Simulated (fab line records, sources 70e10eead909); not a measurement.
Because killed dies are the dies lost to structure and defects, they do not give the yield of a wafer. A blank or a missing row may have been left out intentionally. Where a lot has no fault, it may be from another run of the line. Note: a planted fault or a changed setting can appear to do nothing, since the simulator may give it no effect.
Matching of chambers | flow nandHarc | NHARC_A_STAIRCASE_TRIM_220 on rieDiel-04: 4 sister chambers
The step chemistry O2, time 211.2 s. 16 wafers are shown with their chamber, then 8 later ones without.

WAFERS PAIRED WITH THEIR CHAMBERS
wafer  | chamber | showerheadPlenumPTorr (Torr) | drypumpMotorCurrentA (A) | oesProductAu (a.u.)
L080.3 | 1       | 3.64                         | 5.0                      | 1.003
L080.4 | 2       | 3.28                         | 5.3                      | 0.989
L080.6 | 1       | 3.64                         | 5.0                      | 1.004
L079.2 | 2       | 3.28                         | 5.3                      | 0.993
L079.4 | 1       | 3.64                         | 5.0                      | 1.015
L079.6 | 0       | 3.56                         | 6.3                      | 0.994
L084.4 | 2       | 3.28                         | 5.3                      | 0.990
L084.5 | 3       | 3.32                         | 5.2                      | 1.001
L084.6 | 0       | 3.55                         | 6.2                      | 0.985
L085.2 | 2       | 3.28                         | 5.3                      | 1.001
L085.3 | 1       | 3.63                         | 5.0                      | 1.010
L085.5 | 0       | 3.55                         | 6.3                      | 1.005
L087.3 | 1       | 3.63                         | 5.0                      | 1.011
L087.5 | 3       | 3.32                         | 5.2                      | 0.993
L087.6 | 0       | 3.55                         | 6.3                      | 0.999
L086.2 | 3       | 3.32                         | 5.2                      | 1.000

SIGNATURES, as means of the wafers listed above
reading               | chamber 0 | chamber 1 | chamber 2 | chamber 3 | scatter within a chamber
showerheadPlenumPTorr | 3.5525    | 3.6360    | 3.2800    | 3.3200    | 0.00403
drypumpMotorCurrentA  | 6.275     | 5.000     | 5.300     | 5.200     | 0.025
oesProductAu          | 0.99575   | 1.00860   | 0.99325   | 0.99800   | 0.00607
Rule: for a wafer and a chamber, the distance is found by dividing, reading by reading, the gap between the wafer's reading and the chamber's mean by the reading's scatter, squaring, summing and taking the root. If the next closest chamber is less than 2 further off than the closest, the wafer can't be placed; otherwise it belongs to the closest. The scatter: the root of (the sum of the squares of (reading less its chamber's mean) over the shown wafers, divided by (wafers less chambers)).

WAFERS WHOSE CHAMBER IS MISSING
wafer  | showerheadPlenumPTorr (Torr) | drypumpMotorCurrentA (A) | oesProductAu (a.u.)
L086.3 | 3.27                         | 5.3                      | 1.000
L086.6 | 3.32                         | 5.2                      | 0.995
L089.2 | 3.62                         | 5.0                      | 1.005
L089.3 | 3.27                         | 5.3                      | 0.998
L089.6 | 3.55                         | 6.3                      | 0.992
L094.1 | 3.54                         | 6.3                      | 0.995
L094.2 | 3.61                         | 5.0                      | 0.997
L094.5 | 3.61                         | 5.0                      | 0.994

CHAMBER TAKEN BY EACH
wafer  | from the rows above | in truth
L086.3 | 2                   | 2
L086.6 | 3                   | 3
L089.2 | 1                   | 1
L089.3 | 2                   | 2
L089.6 | 0                   | 0
L094.1 | 0                   | 0
L094.2 | 1                   | 1
L094.5 | 1                   | 1
Correctly placed: 8 of 8. From these rows, 0 cannot be placed. 0 placed wrongly.
